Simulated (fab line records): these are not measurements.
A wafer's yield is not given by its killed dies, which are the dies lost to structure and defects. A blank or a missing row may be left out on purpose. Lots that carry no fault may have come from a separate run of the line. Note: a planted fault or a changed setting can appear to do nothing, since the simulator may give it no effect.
Split-lot trial || flow n5Finfet || 7 lots, 21 wafers read, on a route of 1938 steps

== ABOUT THE SPLIT ==
At N5_MIM_BOT_ETCH_ETCH_00 (etches TiN in Cl2/BCl3, target depth 45.5 nm), the setting biasW was moved away from the recipe's 126 W on 7 of the 21 wafers read, by -13.2% to +15.9%. This setting was run at the recipe's value on the other wafers.

The reading comes from the split's own step.

== THE READING ==
etch.depthNm (the simulator's own value, which no gauge read), in nm, at N5_MIM_BOT_ETCH_ETCH_00 (etches TiN in Cl2/BCl3, target depth 45.5 nm). No usual value for it is given in the file. The 14 wafers here that ran the recipe average 45.30 nm, standard deviation 0.78 nm.

{"wafer": "L074.1", "tool, chamber at the split": "rieMetal-03, 0", "biasW as run, W": 126, "against the recipe": "recipe", "etch.depthNm, nm": 45.14, "against lot-mates on the recipe": "-"}
{"wafer": "L074.2", "tool, chamber at the split": "rieMetal-03, 1", "biasW as run, W": 126, "against the recipe": "recipe", "etch.depthNm, nm": 45.49, "against lot-mates on the recipe": "-"}
{"wafer": "L074.5", "tool, chamber at the split": "rieMetal-03, 0", "biasW as run, W": 126, "against the recipe": "recipe", "etch.depthNm, nm": 45.5, "against lot-mates on the recipe": "-"}
{"wafer": "L078.1", "tool, chamber at the split": "rieMetal-02, 1", "biasW as run, W": 109.4, "against the recipe": "-13.2%", "etch.depthNm, nm": 42.99, "against lot-mates on the recipe": -1.98}
{"wafer": "L078.3", "tool, chamber at the split": "rieMetal-02, 0", "biasW as run, W": 109.4, "against the recipe": "-13.2%", "etch.depthNm, nm": 43.66, "against lot-mates on the recipe": -1.31}
{"wafer": "L078.6", "tool, chamber at the split": "rieMetal-02, 1", "biasW as run, W": 126, "against the recipe": "recipe", "etch.depthNm, nm": 44.97, "against lot-mates on the recipe": "-"}
{"wafer": "L080.1", "tool, chamber at the split": "rieMetal-02, 1", "biasW as run, W": 126, "against the recipe": "recipe", "etch.depthNm, nm": 45.81, "against lot-mates on the recipe": "-"}
{"wafer": "L080.4", "tool, chamber at the split": "rieMetal-02, 1", "biasW as run, W": 126, "against the recipe": "recipe", "etch.depthNm, nm": 45.76, "against lot-mates on the recipe": "-"}
{"wafer": "L080.5", "tool, chamber at the split": "rieMetal-02, 0", "biasW as run, W": 126, "against the recipe": "recipe", "etch.depthNm, nm": 46.93, "against lot-mates on the recipe": "-"}
{"wafer": "L083.3", "tool, chamber at the split": "rieMetal-01, 1", "biasW as run, W": 146, "against the recipe": "+15.9%", "etch.depthNm, nm": 47.28, "against lot-mates on the recipe": "+2.54"}
{"wafer": "L083.5", "tool, chamber at the split": "rieMetal-01, 1", "biasW as run, W": 146, "against the recipe": "+15.9%", "etch.depthNm, nm": 47.28, "against lot-mates on the recipe": "+2.54"}
{"wafer": "L083.6", "tool, chamber at the split": "rieMetal-01, 0", "biasW as run, W": 126, "against the recipe": "recipe", "etch.depthNm, nm": 44.74, "against lot-mates on the recipe": "-"}
{"wafer": "L085.1", "tool, chamber at the split": "rieMetal-02, 1", "biasW as run, W": 126, "against the recipe": "recipe", "etch.depthNm, nm": 45.87, "against lot-mates on the recipe": "-"}
{"wafer": "L085.5", "tool, chamber at the split": "rieMetal-02, 1", "biasW as run, W": 126, "against the recipe": "recipe", "etch.depthNm, nm": 45.69, "against lot-mates on the recipe": "-"}
{"wafer": "L085.6", "tool, chamber at the split": "rieMetal-02, 1", "biasW as run, W": 126, "against the recipe": "recipe", "etch.depthNm, nm": 45.76, "against lot-mates on the recipe": "-"}
{"wafer": "L088.2", "tool, chamber at the split": "rieMetal-01, 1", "biasW as run, W": 144.9, "against the recipe": "+15.0%", "etch.depthNm, nm": 47.7, "against lot-mates on the recipe": "+2.91"}
{"wafer": "L088.5", "tool, chamber at the split": "rieMetal-01, 1", "biasW as run, W": 144.9, "against the recipe": "+15.0%", "etch.depthNm, nm": 47.61, "against lot-mates on the recipe": "+2.82"}
{"wafer": "L088.6", "tool, chamber at the split": "rieMetal-01, 0", "biasW as run, W": 126, "against the recipe": "recipe", "etch.depthNm, nm": 44.79, "against lot-mates on the recipe": "-"}
{"wafer": "L097.1", "tool, chamber at the split": "rieMetal-01, 0", "biasW as run, W": 126, "against the recipe": "recipe", "etch.depthNm, nm": 44.02, "against lot-mates on the recipe": "-"}
{"wafer": "L097.2", "tool, chamber at the split": "rieMetal-01, 1", "biasW as run, W": 143.9, "against the recipe": "+14.2%", "etch.depthNm, nm": 47.94, "against lot-mates on the recipe": "+4.03"}
{"wafer": "L097.6", "tool, chamber at the split": "rieMetal-01, 0", "biasW as run, W": 126, "against the recipe": "recipe", "etch.depthNm, nm": 43.8, "against lot-mates on the recipe": "-"}

THE FIT
A straight line over all 21 wafers: etch.depthNm changes by +0.148 nm for each +1% of biasW; r = +0.88; the points scatter about the line by 0.7 nm.
The same after taking each lot's own level away (the mean of its wafers on the recipe; 21 wafers): +0.173 nm for each +1%; r = +0.95; scatter 0.48 nm.
Per that fit: largest biasW move, reading shift of 2.7 nm.
Across the lots, their own levels run from 43.910 to 46.167 nm, a range of 2.9 times the standard deviation given above.
In other words, the slope is changed by the lot-to-lot level; the two fits disagree.
Check: with one of the wafers moved furthest among these (+15.9%) left out of the fit, the line predicts +2.97 nm for it against its lot-mates. It came out at +2.54 nm against them.

== ADDITIONAL SPLITS CARRIED BY THESE WAFERS ==
Other splits were also applied to these wafers ahead of the reading. Each is held against what the fit with the lots' levels taken away leaves over:
{"other split on the same wafers": "N5_BEOL_M14_PEB_26 pebTempC", "wafers away from the commonest value": 7, "r with etch.depthNm (lot level and that fit taken away)": -0.04}
{"other split on the same wafers": "N5_BEOL_M14_SPUTTER_44 timeS", "wafers away from the commonest value": 6, "r with etch.depthNm (lot level and that fit taken away)": -0.18}
{"other split on the same wafers": "N5_BEOL_M15_ILD_DEP_00 timeS", "wafers away from the commonest value": 7, "r with etch.depthNm (lot level and that fit taken away)": "+0.06"}
{"other split on the same wafers": "N5_MIM_BOT_SPUTTER_00 powerW", "wafers away from the commonest value": 8, "r with etch.depthNm (lot level and that fit taken away)": "+0.35"}
{"other split on the same wafers": "N5_MIM_TOP_LITHO_EXPOSE_05 doseMj", "wafers away from the commonest value": 8, "r with etch.depthNm (lot level and that fit taken away)": "+0.09"}

== FILE'S OWN FIT ==
etch.depthNm changes by +0.19 nm for each +1% of biasW, r = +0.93.
